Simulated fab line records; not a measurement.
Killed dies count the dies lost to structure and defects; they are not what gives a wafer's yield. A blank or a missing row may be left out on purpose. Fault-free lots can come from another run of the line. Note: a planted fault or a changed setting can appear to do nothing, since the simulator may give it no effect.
Split-lot trial ; flow n5 finfet ; on a route of 1938 steps: 7 lots, 21 wafers read

## ABOUT THE SPLIT
At N5_BEOL_M5_ILD_DEP_00 (deposits SiCOH lowk from DEMS/porogen, target thk 140.64 nm, time 25.9 s), the setting time s was moved away from the recipe's 25.9 s on 5 of the 21 wafers read, by -11.2% to +10.3%. The other wafers ran this setting at the recipe's value.

## THE PATH FROM SPLIT TO READING: the file shows 1 step between them
- N5_BEOL_M5_CURE_79: cures SiCOH lowk, time 240 s

## THE READING
Values of M5_ILD_THK in nm from N5_BEOL_M5_THK_MEAS_01. Typical for fault-free wafers on this fab line: 119.9 nm, with standard deviation 1.6 nm.

wafer;tool, chamber at the split;time s as run, s;against the recipe;M5_ILD_THK, nm;against lot-mates on the recipe
L078.1;pecvd-02, 1;25.9;recipe;118.5;-
L078.4;pecvd-02, 0;25.9;recipe;120.1;-
L078.5;pecvd-02, 0;27.84;+7.5%;128.1;+8.8
L079.1;pecvd-02, 1;25.9;recipe;119.4;-
L079.4;pecvd-02, 2;22.99;-11.2%;105.5;-13.9
L079.6;pecvd-02, 1;22.99;-11.2%;107.5;-11.9
L082.2;pecvd-02, 2;28.03;+8.2%;128.3;+7.2
L082.5;pecvd-02, 2;25.9;recipe;121.9;-
L082.6;pecvd-02, 0;25.9;recipe;120.2;-
L084.3;pecvd-03, 0;25.9;recipe;117.8;-
L084.4;pecvd-03, 2;25.9;recipe;118.3;-
L084.5;pecvd-03, 1;25.9;recipe;121.3;-
L088.3;pecvd-03, 1;28.57;+10.3%;133.3;+10.7
L088.5;pecvd-03, 1;25.9;recipe;123.6;-
L088.6;pecvd-03, 0;25.9;recipe;121.6;-
L089.2;pecvd-03, 0;25.9;recipe;117.4;-
L089.5;pecvd-03, 0;25.9;recipe;119.8;-
L089.6;pecvd-03, 1;25.9;recipe;120.8;-
L090.1;pecvd-01, 1;25.9;recipe;118.9;-
L090.3;pecvd-01, 0;25.9;recipe;116.8;-
L090.4;pecvd-01, 1;25.9;recipe;122.0;-

THE FIT
A straight line over all 21 wafers: M5_ILD_THK changes by +1.18 nm for each +1% of time s; r = +0.96; the points scatter about the line by 1.8 nm.
The same after taking each lot's own level away (the mean of its wafers on the recipe; 21 wafers): +1.09 nm for each +1%; r = +0.97; scatter 1.4 nm.
On that fit, the largest move of time s shifts the reading by 12 nm.
Measured against the standard deviation above, the lots' own levels, which go from 119.13 to 122.60 nm, span 2.2 times it.
So the lot-to-lot level changes the slope little: the two slopes agree.
Check: -11.7 nm against its lot-mates is what the line predicts for one of the wafers moved furthest among these (-11.2%) when that wafer is left out of the fit. It came out at -13.9 nm against them.

## ADDITIONAL SPLITS CARRIED BY THESE WAFERS
Before the reading, these wafers also passed through other splits. Each is held against what the fit with the lots' levels taken away leaves over:
other split on the same wafers;wafers away from the commonest value;r with M5_ILD_THK (lot level and that fit taken away)
N5_BEOL_M1_COAT_05 spin rpm;6;-0.04
N5_BEOL_M2_ETCH_69 bias w;6;+0.08
N5_BEOL_M3_ILD_DEP_00 time s;6;-0.05
N5_BEOL_M3_COAT_73 spin rpm;9;+0.22
N5_BEOL_M4_COAT_73 spin rpm;5;-0.24

## THE WHOLE CHAIN: every reading that the file lists as answering this split, in the file's order
step;what it does;reading;change (the file's fit);r (the file's)
N5_BEOL_M5_ILD_DEP_00;deposits SiCOH lowk from DEMS/porogen, target thk 140.64 nm, time 25.9 s;SiCOH_lowk_of_BEOL_M5_ILD_DEP_00.thk nm (the simulator's own value, which no gauge read);+1.23 nm for each +1% of the setting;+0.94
N5_BEOL_M5_CURE_79;cures SiCOH lowk, time 240 s;SiCOH_lowk_of_BEOL_M5_ILD_DEP_00.thk nm (the simulator's own value, which no gauge read);+1.07 nm for each +1% of the setting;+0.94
N5_BEOL_M5_THK_MEAS_01;;M5_ILD_THK;+1.07 for each +1% of the setting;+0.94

## THE FILE'S OWN FIT
M5_ILD_THK changes by +1.07 nm for each +1% of time s, r = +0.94.
